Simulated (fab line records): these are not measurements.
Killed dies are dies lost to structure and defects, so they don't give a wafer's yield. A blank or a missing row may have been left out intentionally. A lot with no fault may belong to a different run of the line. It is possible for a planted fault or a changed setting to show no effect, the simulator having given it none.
A lot that was struck, set against a sound lot | flow nand_harc | 14 out of 1302 route steps
Sound: wafers L532.1, L532.4, L532.5. Struck: wafers L543.1, L543.4, L543.5. The cause comes at the end.
For every step that has rows: the tool of each side, followed by ch and its chambers, followed by its first start. Under that, the readings that differ: sound wafers | struck wafers | difference of the means | sigmas: that difference in standard deviations of wafers without a fault.
alike: readings whose means differ by less than 2 such deviations, and words and numbers that are the same on both sides. not compared: withheld readings, readings that some wafer has no value for, bounds like >300 that may hide the same value, and numbers for which the record gives no deviation and whose values overlap.
The two part at a step that has a row with sigmas, a row that says differs or no value, or rows on one side only. Numbers that don't overlap but have no deviation are shown without sigmas and don't part them. A reading that every wafer of one side lacks parts them only if that side has two wafers or more.

NHARC_P_M1_CMP_23: polishes, t overpolish 20 s, target thk 157.82 nm.
  sound on cmp-02 ch 1,3, day 8 03:31; struck on cmp-02 ch 2,3, day 12 14:46
  alike: motor_current_A, time_to_endpoint_s
NHARC_P_M1_THK_MEAS_24: measures by xrf.
  sound on film_metro-01 at day 8 03:48; struck on film_metro-02 at day 12 15:05
  alike: thk_nm
then, 1 step without rows for these wafers: NHARC_P_M1_SRD_25.
NHARC_P_M1_INSPECT_27:
  sound on defect_inspect-02 at day 8 03:58; struck on defect_inspect-02 at day 12 15:14
  alike: raw_defect_count
NHARC_P_M1_PRE_CLEAN_32: time 12 s.
  sound on pecvd-01 ch 0,1, day 8 04:03; struck on pecvd-02 ch 1,2, day 12 15:19
  alike: heater_power_w
NHARC_P_M1_DEP_33: deposits SiCN, target thk 30 nm.
  sound on pecvd-01 ch 0,1, day 8 04:11; struck on pecvd-02 ch 1,2, day 12 15:26
  alike: heater_power_w
then, 5 steps without rows for these wafers: NHARC_P_M2_DEP_00 (deposits SiOC, target thk 182.5 nm); NHARC_P_M2_DEHYDRATE_01 (time 120 s); NHARC_P_M2_HMDS_02 (time 30 s); NHARC_P_M2_COAT_34 (time 65 s); NHARC_P_M2_COAT_03 (resist thk 90 nm).
NHARC_P_M2_SOFTBAKE_04: time 55 s.
  sound on litho_track-04 ch 0, day 8 04:00; struck on litho_track-04 ch 0, day 12 16:00
  reading                  | sound                | struck               | difference | sigmas
  heater_power_total_W (W) | 188.38 188.70 188.46 | 190.26 190.12 190.05 | +1.63      | +13
then, 2 steps without rows for these wafers: NHARC_P_M2_EBR_05; NHARC_END_SORT_01.

== WHERE THEY PART ==
Only at NHARC_P_M2_SOFTBAKE_04, within this record.

WHY: what the simulator had put in
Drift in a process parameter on litho_track-04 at NHARC_P_M2_SOFTBAKE_04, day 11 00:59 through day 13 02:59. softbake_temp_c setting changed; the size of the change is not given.
